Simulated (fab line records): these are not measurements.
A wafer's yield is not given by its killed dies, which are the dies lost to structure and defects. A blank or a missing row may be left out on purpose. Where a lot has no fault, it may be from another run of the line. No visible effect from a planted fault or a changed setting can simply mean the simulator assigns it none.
Chamber matching :: flow n5 finfet :: rie diel-04 running N5_BEOL_M8_ETCH_62: 4 sister chambers
The step etches SOC in N2/H2, target depth 110 nm, overetch 22 nm, time 165 s. 4 wafers are shown with their chamber, then 8 later ones without.

## WAFERS PAIRED WITH THEIR CHAMBERS
wafer: L080.2
chamber: 3
drypump motor current A (A): 6.2

wafer: L081.5
chamber: 2
drypump motor current A (A): 5.5

wafer: L081.6
chamber: 1
drypump motor current A (A): 5.3

wafer: L088.1
chamber: 0
drypump motor current A (A): 4.8

## WAFERS MISSING THEIR CHAMBER
wafer: L088.5
drypump motor current A (A): 6.3

wafer: L088.6
drypump motor current A (A): 4.8

wafer: L090.2
drypump motor current A (A): 5.3

wafer: L090.4
drypump motor current A (A): 4.8

wafer: L090.5
drypump motor current A (A): 4.8

wafer: L093.1
drypump motor current A (A): 5.5

wafer: L093.3
drypump motor current A (A): 5.3

wafer: L093.4
drypump motor current A (A): 4.8

## WHICH CHAMBER EACH WENT THROUGH
wafer: L088.5
from the rows above: 3
in truth: 3

wafer: L088.6
from the rows above: 0
in truth: 0

wafer: L090.2
from the rows above: 1
in truth: 1

wafer: L090.4
from the rows above: 0
in truth: 0

wafer: L090.5
from the rows above: 0
in truth: 0

wafer: L093.1
from the rows above: 2
in truth: 2

wafer: L093.3
from the rows above: 1
in truth: 1

wafer: L093.4
from the rows above: 0
in truth: 0
8 of 8 placed correctly. From these rows, 0 cannot be placed. Number placed wrongly: 0.
How it was worked out, from the rows above alone: a wafer's distance from a chamber is the root of the sum, over the readings, of the square of ((its reading less the chamber's mean) divided by the reading's scatter). The wafer belongs to the nearest chamber; if the next one is less than 2 further off, it can't be placed. The mean given for a chamber averages the wafers shown for that chamber. The scatter (one wafer shown for each chamber): square how far every hidden wafer sits from the nearest shown wafer, average those squares and take the square root.
